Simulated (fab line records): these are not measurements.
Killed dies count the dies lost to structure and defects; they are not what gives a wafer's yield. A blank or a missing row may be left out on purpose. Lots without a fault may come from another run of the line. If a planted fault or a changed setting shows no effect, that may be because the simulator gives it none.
Matching of chambers ; flow n5 finfet ; N5_MIM_TOP_ETCH_PECVD_03 on pecvd-02: 3 sister chambers
The step deposits SiNx from SiH4/NH3/N2, target thk 20 nm, time 17.6 s. 3 wafers are shown with their chamber, then 9 later ones without.

WAFERS, EACH WITH ITS CHAMBER
wafer;chamber;throttle valve pct (%)
L084.6;0;39.6
L086.3;1;39.0
L086.5;2;38.7

WAFERS WITH NO CHAMBER GIVEN
wafer;throttle valve pct (%)
L091.2;38.5
L091.3;40.1
L091.6;38.8
L089.1;39.5
L089.4;38.7
L089.5;39.8
L097.3;39.0
L097.5;38.9
L097.6;38.9

WHICH CHAMBER EACH ONE RAN IN
wafer;from the rows above;in truth
L091.2;can't be placed: 2 or 1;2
L091.3;0;0
L091.6;can't be placed: 2 or 1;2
L089.1;can't be placed: 0 or 1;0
L089.4;can't be placed: 2 or 1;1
L089.5;0;0
L097.3;can't be placed: 1 or 2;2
L097.5;can't be placed: 1 or 2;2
L097.6;can't be placed: 1 or 2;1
2 of 9 placed correctly. Unplaceable from these rows: 7, with the true chamber sitting among the candidates in 7. Wrongly placed: 0.
How it was worked out, from the rows above alone: a wafer's distance from a chamber is the root of the sum, over the readings, of the square of ((its reading less the chamber's mean) divided by the reading's scatter). If the next closest chamber is less than 2 further off than the closest, the wafer can't be placed; otherwise it belongs to the closest. A chamber's mean is the mean of its shown wafers. The scatter: with one shown wafer a chamber, the root of the mean of the squares of how far each hidden wafer lies from its nearest shown one.
